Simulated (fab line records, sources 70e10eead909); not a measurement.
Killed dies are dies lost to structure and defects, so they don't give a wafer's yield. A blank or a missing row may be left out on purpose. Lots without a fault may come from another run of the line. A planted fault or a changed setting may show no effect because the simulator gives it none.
Which tool did it? | flow nand_harc | 12 lots, 36 wafers sampled, at 3 steps of a route of 1159

WHAT THE GAUGES READ, wafer by wafer
NHARC_A_BLC_INSPECT_28.
lot  | measured     | on                | raw_defect_count
L078 | day 17 23:13 | defect_inspect-02 | 287 280 270
L076 | day 18 02:35 | defect_inspect-01 | 366 404 427
L079 | day 18 20:06 | defect_inspect-02 | 523 487 439
L080 | day 19 08:40 | defect_inspect-02 | 394 602 429
L084 | day 20 06:23 | defect_inspect-02 | 412 328 417
L088 | day 21 09:20 | defect_inspect-02 | 272 303 266
L087 | day 21 18:42 | defect_inspect-01 | 571 438 490
L090 | day 22 00:26 | defect_inspect-02 | 294 347 336
L091 | day 22 07:41 | defect_inspect-01 | 357 254 390
L092 | day 22 19:46 | defect_inspect-01 | 482 456 418
L094 | day 22 23:04 | defect_inspect-01 | 455 469 467
L096 | day 23 03:57 | defect_inspect-01 | 512 486 394

WHICH TOOL RAN EACH LOT (tool, then ch and the chambers of the sampled wafers, then the start)
lot  | NHARC_A_CONTACT_ETCH_128             | NHARC_A_CONTACT_ETCH_91
L078 | har_cap_etch-01 ch 0,1, day 17 03:13 | rie_diel-03 ch 1,2,3, day 17 04:31
L076 | har_cap_etch-03 ch 0,1, day 17 13:25 | rie_diel-11 ch 1,2,3, day 17 14:42
L079 | har_cap_etch-03 ch 0,1, day 18 02:37 | rie_diel-03 ch 0,3, day 18 03:53
L080 | har_cap_etch-02 ch 0,1, day 18 16:02 | rie_diel-11 ch 1,2,3, day 18 17:21
L084 | har_cap_etch-02 ch 0,1, day 19 05:37 | rie_diel-03 ch 1,2,3, day 19 06:56
L088 | har_cap_etch-03 ch 0,1, day 20 10:08 | rie_diel-03 ch 1,2, day 20 11:23
L087 | har_cap_etch-03 ch 0,1, day 20 16:59 | rie_diel-03 ch 0,3, day 20 18:20
L090 | har_cap_etch-01 ch 0,1, day 21 03:47 | rie_diel-03 ch 0,2,3, day 21 05:04
L091 | har_cap_etch-03 ch 1, day 21 16:29   | rie_diel-03 ch 0,1,3, day 21 17:44
L092 | har_cap_etch-02 ch 0,1, day 21 23:38 | rie_diel-03 ch 1,3, day 22 00:55
L094 | har_cap_etch-01 ch 0,1, day 22 04:38 | rie_diel-03 ch 0,1,2, day 22 05:56
L096 | har_cap_etch-03 ch 0,1, day 22 11:02 | rie_diel-03 ch 1,3, day 22 12:17
- NHARC_A_CONTACT_ETCH_128: etches the open film in C4F8/O2/Ar, time 155 s, target depth 956 nm.
- NHARC_A_CONTACT_ETCH_91: etches the open film in CH3F/O2, target depth 40 nm, time 85.7 s.

THE ANSWER, worked out from the rows above alone
Rule: what is usual is taken from the lots themselves. Put in order of their means at a reading, lots are off if they are a third of the lots or fewer, leave a main group of 4 or more, and stand apart from it by a gap of 3 or more times the standard deviation of the main group's means; of several such gaps the widest counts. A main group whose means are all the same, to the digits that the tables above print for the reading, isn't used. A lot without any number at a reading at which 4 lots or more have one is off too. The other lots that the step has rows for count as sound.
No lot is off at any reading shown: from this, nothing can be told.

WHAT THE SIMULATOR HAD PUT IN
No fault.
